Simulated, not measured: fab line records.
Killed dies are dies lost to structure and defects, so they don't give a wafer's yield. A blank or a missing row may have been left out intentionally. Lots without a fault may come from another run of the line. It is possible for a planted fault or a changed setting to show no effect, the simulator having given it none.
Chamber matching :: flow nand-harc :: NHARC_A_CONTACT_ETCH_90 on rie-diel-09 has 4 sister chambers
The step etches the open film in CH3F/O2, target depth 40 nm, time 85.7 s. 24 wafers are shown with their chamber, then 12 later ones without.

== WAFERS WITH THEIR CHAMBER ==
wafer: L075.1
chamber: 1
showerhead-plenum-p-Torr (Torr): 2.50
drypump-motor-current-A (A): 5.4
rf-vpp-V (V): 243.7

wafer: L075.3
chamber: 2
showerhead-plenum-p-Torr (Torr): 2.28
drypump-motor-current-A (A): 5.1
rf-vpp-V (V): 239.1

wafer: L075.5
chamber: 2
showerhead-plenum-p-Torr (Torr): 2.28
drypump-motor-current-A (A): 5.2
rf-vpp-V (V): 240.4

wafer: L076.2
chamber: 3
showerhead-plenum-p-Torr (Torr): 2.60
drypump-motor-current-A (A): 6.0
rf-vpp-V (V): 246.7

wafer: L076.4
chamber: 1
showerhead-plenum-p-Torr (Torr): 2.50
drypump-motor-current-A (A): 5.4
rf-vpp-V (V): 245.8

wafer: L076.5
chamber: 1
showerhead-plenum-p-Torr (Torr): 2.50
drypump-motor-current-A (A): 5.4
rf-vpp-V (V): 245.9

wafer: L079.1
chamber: 3
showerhead-plenum-p-Torr (Torr): 2.60
drypump-motor-current-A (A): 6.0
rf-vpp-V (V): 245.7

wafer: L079.4
chamber: 1
showerhead-plenum-p-Torr (Torr): 2.49
drypump-motor-current-A (A): 5.4
rf-vpp-V (V): 244.0

wafer: L079.6
chamber: 0
showerhead-plenum-p-Torr (Torr): 2.29
drypump-motor-current-A (A): 5.3
rf-vpp-V (V): 241.4

wafer: L080.1
chamber: 0
showerhead-plenum-p-Torr (Torr): 2.29
drypump-motor-current-A (A): 5.3
rf-vpp-V (V): 241.2

wafer: L080.4
chamber: 2
showerhead-plenum-p-Torr (Torr): 2.28
drypump-motor-current-A (A): 5.1
rf-vpp-V (V): 241.6

wafer: L080.5
chamber: 1
showerhead-plenum-p-Torr (Torr): 2.49
drypump-motor-current-A (A): 5.4
rf-vpp-V (V): 244.6

wafer: L083.3
chamber: 0
showerhead-plenum-p-Torr (Torr): 2.29
drypump-motor-current-A (A): 5.3
rf-vpp-V (V): 242.4

wafer: L083.5
chamber: 0
showerhead-plenum-p-Torr (Torr): 2.29
drypump-motor-current-A (A): 5.3
rf-vpp-V (V): 241.6

wafer: L083.6
chamber: 1
showerhead-plenum-p-Torr (Torr): 2.49
drypump-motor-current-A (A): 5.4
rf-vpp-V (V): 245.3

wafer: L086.1
chamber: 1
showerhead-plenum-p-Torr (Torr): 2.49
drypump-motor-current-A (A): 5.4
rf-vpp-V (V): 245.1

wafer: L086.4
chamber: 3
showerhead-plenum-p-Torr (Torr): 2.60
drypump-motor-current-A (A): 6.0
rf-vpp-V (V): 244.6

wafer: L086.5
chamber: 2
showerhead-plenum-p-Torr (Torr): 2.28
drypump-motor-current-A (A): 5.1
rf-vpp-V (V): 242.3

wafer: L087.2
chamber: 0
showerhead-plenum-p-Torr (Torr): 2.28
drypump-motor-current-A (A): 5.3
rf-vpp-V (V): 241.0

wafer: L087.3
chamber: 2
showerhead-plenum-p-Torr (Torr): 2.28
drypump-motor-current-A (A): 5.1
rf-vpp-V (V): 241.0

wafer: L087.5
chamber: 1
showerhead-plenum-p-Torr (Torr): 2.49
drypump-motor-current-A (A): 5.4
rf-vpp-V (V): 245.0

wafer: L089.1
chamber: 0
showerhead-plenum-p-Torr (Torr): 2.28
drypump-motor-current-A (A): 5.3
rf-vpp-V (V): 242.2

wafer: L089.2
chamber: 2
showerhead-plenum-p-Torr (Torr): 2.28
drypump-motor-current-A (A): 5.1
rf-vpp-V (V): 241.8

wafer: L089.6
chamber: 1
showerhead-plenum-p-Torr (Torr): 2.49
drypump-motor-current-A (A): 5.4
rf-vpp-V (V): 243.8

SIGNATURES (means of the wafers above)
reading: showerhead-plenum-p-Torr
chamber 0: 2.2867
chamber 1: 2.4933
chamber 2: 2.2800
chamber 3: 2.6000
scatter within a chamber: 0.00408

reading: drypump-motor-current-A
chamber 0: 5.300
chamber 1: 5.400
chamber 2: 5.117
chamber 3: 6.000
scatter within a chamber: 0.0204

reading: rf-vpp-V
chamber 0: 241.633
chamber 1: 244.800
chamber 2: 241.033
chamber 3: 245.667
scatter within a chamber: 0.891
Rule: a wafer lies at a distance from a chamber equal to the root of the sum of squares, over the readings, of (its reading less the chamber's mean, divided by the reading's scatter). The wafer belongs to the nearest chamber; if the next one is less than 2 further off, it can't be placed. The scatter is the square root of a quotient: the sum, over the shown wafers, of each reading's squared deviation from its chamber's mean, divided by wafers minus chambers.

== WAFERS WITH NO CHAMBER GIVEN ==
wafer: L093.2
showerhead-plenum-p-Torr (Torr): 2.48
drypump-motor-current-A (A): 5.4
rf-vpp-V (V): 243.6

wafer: L093.4
showerhead-plenum-p-Torr (Torr): 2.27
drypump-motor-current-A (A): 5.1
rf-vpp-V (V): 241.0

wafer: L093.6
showerhead-plenum-p-Torr (Torr): 2.28
drypump-motor-current-A (A): 5.3
rf-vpp-V (V): 241.5

wafer: L094.3
showerhead-plenum-p-Torr (Torr): 2.59
drypump-motor-current-A (A): 6.0
rf-vpp-V (V): 246.0

wafer: L094.4
showerhead-plenum-p-Torr (Torr): 2.28
drypump-motor-current-A (A): 5.3
rf-vpp-V (V): 242.2

wafer: L094.5
showerhead-plenum-p-Torr (Torr): 2.59
drypump-motor-current-A (A): 6.0
rf-vpp-V (V): 245.5

wafer: L096.1
showerhead-plenum-p-Torr (Torr): 2.27
drypump-motor-current-A (A): 5.2
rf-vpp-V (V): 242.5

wafer: L096.3
showerhead-plenum-p-Torr (Torr): 2.28
drypump-motor-current-A (A): 5.3
rf-vpp-V (V): 241.8

wafer: L096.6
showerhead-plenum-p-Torr (Torr): 2.27
drypump-motor-current-A (A): 5.1
rf-vpp-V (V): 242.6

wafer: L097.1
showerhead-plenum-p-Torr (Torr): 2.28
drypump-motor-current-A (A): 5.3
rf-vpp-V (V): 242.2

wafer: L097.4
showerhead-plenum-p-Torr (Torr): 2.59
drypump-motor-current-A (A): 6.0
rf-vpp-V (V): 246.4

wafer: L097.5
showerhead-plenum-p-Torr (Torr): 2.28
drypump-motor-current-A (A): 5.3
rf-vpp-V (V): 241.5

== WHICH CHAMBER EACH ONE RAN IN ==
wafer: L093.2
from the rows above: 1
in truth: 1

wafer: L093.4
from the rows above: 2
in truth: 2

wafer: L093.6
from the rows above: 0
in truth: 0

wafer: L094.3
from the rows above: 3
in truth: 3

wafer: L094.4
from the rows above: 0
in truth: 0

wafer: L094.5
from the rows above: 3
in truth: 3

wafer: L096.1
from the rows above: can't be placed: 2 or 0
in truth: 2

wafer: L096.3
from the rows above: 0
in truth: 0

wafer: L096.6
from the rows above: 2
in truth: 2

wafer: L097.1
from the rows above: 0
in truth: 0

wafer: L097.4
from the rows above: 3
in truth: 3

wafer: L097.5
from the rows above: 0
in truth: 0
Correctly placed: 11 of 12. Not placeable from these rows: 1 (in 1, the candidates include the true chamber). Wrongly placed: 0.
